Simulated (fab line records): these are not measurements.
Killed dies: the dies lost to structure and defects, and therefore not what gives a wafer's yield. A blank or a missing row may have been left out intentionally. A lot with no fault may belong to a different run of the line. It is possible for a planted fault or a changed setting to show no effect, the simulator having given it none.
A struck lot beside a sound one ; flow n5_finfet ; 17 out of 1938 route steps
Sound: the wafers L135.1, L135.3, L135.5. Struck: wafers L133.2, L133.6. (L133.3 of the same lot was not struck and is left out.) The cause comes at the end.
At each step with rows: each side's tool, then ch and its chambers, then its first start. Under that, the readings that differ: sound wafers ; struck wafers ; difference of the means ; sigmas: that difference in standard deviations of wafers without a fault.
alike: words and numbers the same on both sides, and readings whose means are apart by under 2 such deviations; not compared: readings that were withheld, readings missing a value for some wafer, numbers with overlapping values and no deviation given by the record, and bounds like >300 which may hide the same value.
Wherever a step has rows on one side only, a row that says differs or no value, or a row with sigmas, the two part there. Numbers that don't overlap but have no deviation are shown without sigmas and don't part them. Lack of a reading on every wafer of one side parts them only where that side has two or more wafers.

first, 4 steps without rows for these wafers: N5_BEOL_M7_HM_STRIP_39 (strips TiN in peroxide tin strip, target depth 25 nm, time 158 s); N5_BEOL_M7_SRD_40 (time 30 s); N5_BEOL_M7_PRECLEAN_42 (cleans in residue remover, time 60 s); N5_BEOL_M7_SRD_43 (time 30 s).
N5_BEOL_M7_CD_MEAS_35: target cd 40 nm.
  sound: cd_sem-02 at day 18 19:51; struck: cd_sem-02 at day 18 19:26
  alike: cd_nm
N5_BEOL_M7_CURE_75: cures SiCOH lowk, time 120 s.
  sound on uv_cure-02 ch 1, day 18 19:53; struck on uv_cure-02 ch 0, day 18 19:32
  alike: lamp_power_pct, wafer_temp_C_max
then, 1 step without rows for these wafers: N5_BEOL_M7_DEGAS_44 (time 60 s).
N5_BEOL_M7_PRE_CLEAN_45: time 30 s.
  sound: pvd_sputter-01 at day 18 21:35; struck: pvd_sputter-02 at day 18 19:50
  alike: heater_power_w
then, 1 step without rows for these wafers: N5_BEOL_M7_ALD_77 (deposits TaN, target thk 2 nm, pulse time 2 s, purge time 3 s).
N5_BEOL_M7_SURFACE_TREAT_79:
  sound: pvd_sputter-03 at day 18 22:08; struck: pvd_sputter-02 at day 18 20:29
  not compared: throttle_valve_pct
then, 1 step without rows for these wafers: N5_BEOL_M7_CVD_78 (deposits Co from CCTBA/H2, target thk 2 nm, time 142.3 s).
N5_BEOL_M7_SPUTTER_48: material Cu, target thk 10 nm, time 1.667 s.
  sound: pvd_sputter-03 at day 18 22:27; struck: pvd_sputter-03 at day 18 21:17
  alike: bias_v, throttle_valve_pct
N5_BEOL_M7_ECD_50: material Cu, target thk 300 nm.
  sound on ecd_cu-02 ch 1, day 18 22:34; struck on ecd_cu-01 ch 0,1, day 18 21:25
reading;sound;struck;difference;sigmas
model.Cu_of_BEOL_M7_ECD_50.thk_nm (nm);295.4 297 297.4;559.2 561.6;+263.8;
N5_BEOL_M7_ANNEAL_51: time 90 s.
  sound on rtp_anneal-01 ch 0, day 18 22:49; struck on rtp_anneal-01 ch 0, day 18 21:33
  alike: wafer_temp_C_max
N5_BEOL_M7_CMP_52: polishes, stops on SiCOH lowk, t overpolish 6.9 s, target thk 80 nm.
  sound on cmp-02 ch 0,3, day 18 23:08; struck on cmp-03 ch 1,3, day 18 21:48
reading;sound;struck;difference;sigmas
time_to_endpoint_s (s);59 56 59;124 121;+64;+17
  alike: motor_current_A, retaining_ring_pressure_frac
N5_BEOL_M7_THK_MEAS_53: measures by xrf.
  sound: film_metro-02 at day 18 23:25; struck: film_metro-02 at day 18 22:06
  alike: M7_THK
-- the record jumps here: 3 days lie between the struck wafers' starts before and after (it left off in module BEOL_M7 and takes up again in module PASSIVATION, whose first step shown is number 1936 of the route) --
N5_PASSIVATION_PROBE_49:
  sound: prober-01 at day 22 19:18; struck: prober-02 at day 22 09:00
reading;sound;struck;difference;sigmas
defect_limited_yield (%);90.8 93.0 94.1;88.4 88.2;-4.3;-3
killed_at_front_end;29 23 29;76 50;+36;+3
killed_dies;108 83 70;137 139;+51;+3
killed_open;64 50 42;81 82;+30;+2
killed_short;44 32 28;56 50;+18;+2
sort_bin_5_function (%);4.7 4.2 4.0;7.4 6.9;+2.9;+3
sort_n_pass;1072 1097 1110;1043 1041;-51;-3
sort_yield_pct (%);90.8 93.0 94.1;88.4 88.2;-4.3;-3
  alike: killed_at_M0_to_M3, killed_at_M4_up, killed_at_contacts, killed_at_other, sort_bin_6_memory, sort_bin_8_speed

== WHERE THEY PART ==
At N5_BEOL_M7_CMP_52 first; at N5_PASSIVATION_PROBE_49 last (within this record only).

WHY: what had been put in by the simulator
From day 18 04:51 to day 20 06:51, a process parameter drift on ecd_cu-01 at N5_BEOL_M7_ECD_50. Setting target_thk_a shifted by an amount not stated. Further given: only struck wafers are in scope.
